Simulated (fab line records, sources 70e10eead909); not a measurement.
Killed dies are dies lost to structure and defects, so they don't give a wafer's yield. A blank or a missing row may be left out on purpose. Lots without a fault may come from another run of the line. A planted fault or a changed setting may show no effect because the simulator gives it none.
Which tool did it? | flow nand_harc | 14 lots, 42 wafers sampled, at 5 steps of a route of 1302

WHAT THE GAUGES READ, wafer by wafer
NHARC_THIN_TSV_CD_MEAS_37. Usual: cd_nm 5000 nm, standard deviation 3.9.
lot  | measured     | on        | cd_nm (nm)     | flag
L513 | day 24 01:38 | cd_sem-01 | 5005 4996 5001 |
L514 | day 24 04:25 | cd_sem-02 | 5005 5002 4997 |
L515 | day 24 16:56 | cd_sem-03 | 5001 5004 5003 |
L517 | day 25 05:59 | cd_sem-03 | 5004 5005 5004 |
L524 | day 29 07:28 | cd_sem-02 | 5000 5001 5004 |
L525 | day 30 04:28 | cd_sem-01 | 5005 5000 5006 |
L528 | day 30 05:52 | cd_sem-02 | 5002 5004 4993 |
L527 | day 30 06:49 | cd_sem-03 | 5001 5003 5008 |
L530 | day 30 16:31 | cd_sem-03 | 4999 5001 5002 |
L532 | day 31 12:04 | cd_sem-03 | 4994 4996 4994 |
L534 | day 32 10:18 | cd_sem-02 | 4994 4998 5001 |
L533 | day 32 19:14 | cd_sem-03 | 4995 5000 5001 |
L536 | day 32 20:19 | cd_sem-01 | 5003 5003 5001 |
L535 | day 33 03:25 | cd_sem-03 | 5003 4995 5000 |

NHARC_END_SORT_01. Usual: defect_limited_yield 90 %, standard deviation 3.8; killed_at_array 61, standard deviation 26; killed_at_other 0.8, standard deviation 1.1; killed_at_periphery 4.0, standard deviation 2.6; killed_dies 66, standard deviation 26; killed_open 3.1, standard deviation 1.7; killed_short 2.5, standard deviation 1.5.
lot  | measured     | on        | defect_limited_yield (%) | killed_at_array | killed_at_other | killed_at_periphery | killed_dies | killed_open | killed_short | flag
L525 | day 30 23:59 | prober-02 | 39 90 91                 | 412 69 58       | 0 0 1           | 0 0 2               | 412 69 61   | 1 3 4       | 5 3 4        | OFF
L527 | day 30 16:12 | prober-02 | 35 36 86                 | 432 432 92      | 0 0 0           | 5 3 3               | 437 435 95  | 4 3 0       | 2 1 3        | OFF

WHICH TOOL RAN EACH LOT (tool, then ch and the chambers of the sampled wafers, then the start)
lot  | NHARC_A_M0_ECD_22              | NHARC_THIN_TSV_PVD_51                   | NHARC_THIN_TSV_STRIP_56
L513 | ecd_cu-02 ch 0,1, day 22 19:47 | pvd_sputter-03, day 24 00:50 or earlier | plasma_asher-02 ch 0,1, day 24 00:50
L514 | ecd_cu-01 ch 0,1, day 22 20:32 | pvd_sputter-01, day 24 03:37 or earlier | plasma_asher-02 ch 0,1, day 24 03:37
L515 | ecd_cu-02 ch 0,1, day 23 11:21 | pvd_sputter-01, day 24 16:09 or earlier | plasma_asher-02 ch 0,1, day 24 16:09
L517 | ecd_cu-02 ch 0,1, day 24 00:23 | pvd_sputter-01, day 25 05:10 or earlier | plasma_asher-02 ch 0,1, day 25 05:10
L524 | ecd_cu-02 ch 0,1, day 27 20:25 | pvd_sputter-02, day 29 06:40 or earlier | plasma_asher-01 ch 0,1, day 29 06:40
L525 | ecd_cu-02 ch 0,1, day 28 04:57 | pvd_sputter-02, day 30 03:46 or earlier | plasma_asher-02 ch 0,1, day 30 03:46
L528 | ecd_cu-01 ch 0,1, day 28 17:56 | pvd_sputter-02, day 30 05:07 or earlier | plasma_asher-02 ch 0,1, day 30 05:07
L527 | ecd_cu-02 ch 0,1, day 28 21:47 | pvd_sputter-02, day 30 06:09 or earlier | plasma_asher-02 ch 0,1, day 30 06:09
L530 | ecd_cu-01 ch 0,1, day 29 11:06 | pvd_sputter-02, day 30 15:46 or earlier | plasma_asher-01 ch 0,1, day 30 15:46
L532 | ecd_cu-01 ch 0,1, day 30 04:08 | pvd_sputter-03, day 31 11:16 or earlier | plasma_asher-01 ch 0,1, day 31 11:16
L534 | ecd_cu-01 ch 0,1, day 31 03:58 | pvd_sputter-02, day 32 09:31 or earlier | plasma_asher-02 ch 0,1, day 32 09:31
L533 | ecd_cu-01 ch 0,1, day 31 05:30 | pvd_sputter-03, day 32 18:32 or earlier | plasma_asher-01 ch 0,1, day 32 18:32
L536 | ecd_cu-01 ch 0,1, day 31 12:40 | pvd_sputter-03, day 32 19:31 or earlier | plasma_asher-01 ch 0,1, day 32 19:31
L535 | ecd_cu-02 ch 0,1, day 31 20:34 | pvd_sputter-03, day 33 02:38 or earlier | plasma_asher-02 ch 1, day 33 02:38
- NHARC_A_M0_ECD_22: material Cu, target thk 400 nm.
- NHARC_THIN_TSV_PVD_51: deposits Cu, target thk 100 nm.
- NHARC_THIN_TSV_STRIP_56: strips in O2.

WHAT THE TOOLS THEMSELVES READ (means of the sampled wafers that have a number; where no wafer has one, the mark that the record gives instead)
NHARC_THIN_TSV_PVD_51. Usual: throttle_valve_pct 30.3 %, standard deviation 0.85.
lot  | tool           | throttle_valve_pct (%) | flag
L513 | pvd_sputter-03 | 30.3                   |
L514 | pvd_sputter-01 | 30.9                   |
L515 | pvd_sputter-01 | 30.6                   |
L517 | pvd_sputter-01 | 30.9                   |
L524 | pvd_sputter-02 | 30.4                   |
L525 | pvd_sputter-02 | 30.3                   |
L528 | pvd_sputter-02 | 30.5                   |
L527 | pvd_sputter-02 | 30.8                   |
L530 | pvd_sputter-02 | 30.4                   |
L532 | pvd_sputter-03 | 30.3                   |
L534 | pvd_sputter-02 | 30.5                   |
L533 | pvd_sputter-03 | 30.1                   |
L536 | pvd_sputter-03 | 29.7                   |
L535 | pvd_sputter-03 | 29.8                   |

NHARC_THIN_TSV_STRIP_56. Usual: drypump_motor_current_A 5.4 A, standard deviation 0.42; heater_power_w 349 W, standard deviation 40; temp_c 250.01 C, standard deviation 0.18.
lot  | tool            | drypump_motor_current_A (A) | heater_power_w (W) | temp_c (C) | flag
L513 | plasma_asher-02 | 5.5                         | 373                | 250.11     |
L514 | plasma_asher-02 | 5.5                         | 367                | 249.91     |
L515 | plasma_asher-02 | 5.5                         | 366                | 249.94     |
L517 | plasma_asher-02 | 5.5                         | 362                | 249.97     |
L524 | plasma_asher-01 | 5.6                         | 339                | 249.90     |
L525 | plasma_asher-02 | 5.5                         | 375                | 249.99     |
L528 | plasma_asher-02 | 5.3                         | 340                | 250.14     |
L527 | plasma_asher-02 | 5.5                         | 376                | 250.09     |
L530 | plasma_asher-01 | 5.2                         | 336                | 250.08     |
L532 | plasma_asher-01 | 5.2                         | 334                | 250.14     |
L534 | plasma_asher-02 | 5.3                         | 337                | 250.05     |
L533 | plasma_asher-01 | 5.2                         | 333                | 250.04     |
L536 | plasma_asher-01 | 5.2                         | 336                | 249.94     |
L535 | plasma_asher-02 | 5.8                         | 410                | 249.98     |

THE ANSWER, worked out from the rows above alone
Rule: a lot is off if the mean of its wafers that have a number lies more than 3 standard deviations from the usual mean. A lot without any number at a reading at which 4 lots or more have one is off too. The other lots that the step has rows for count as sound. The gauges are gone through in route order, then the tools' own readings, and for those a lot's mean is taken as printed above. The first step at which some lot is off is used, and at that step the reading that is off furthest; a lot without a number counts as furthest.
Off: L525, L527, at NHARC_END_SORT_01 (defect_limited_yield). Neither off nor sound, because the step has no rows for them: L513, L514, L515, L517, L524, L528, L530, L532, L534, L533, L536, L535.
A tool fits if, at a process step before that reading, it ran every lot that is off, and no sound lot after the first of them. The gauges at NHARC_END_SORT_01 are tried like those tools. NHARC_THIN_TSV_PVD_51 gives no start for some lots, so the hours and the order of its lots are those of NHARC_THIN_TSV_STRIP_56. Can't be told from this: 4 tools fit, ecd_cu-02 at NHARC_A_M0_ECD_22, pvd_sputter-02 at NHARC_THIN_TSV_PVD_51, plasma_asher-02 at NHARC_THIN_TSV_STRIP_56, prober-02 at NHARC_END_SORT_01.

WHAT THE SIMULATOR HAD PUT IN
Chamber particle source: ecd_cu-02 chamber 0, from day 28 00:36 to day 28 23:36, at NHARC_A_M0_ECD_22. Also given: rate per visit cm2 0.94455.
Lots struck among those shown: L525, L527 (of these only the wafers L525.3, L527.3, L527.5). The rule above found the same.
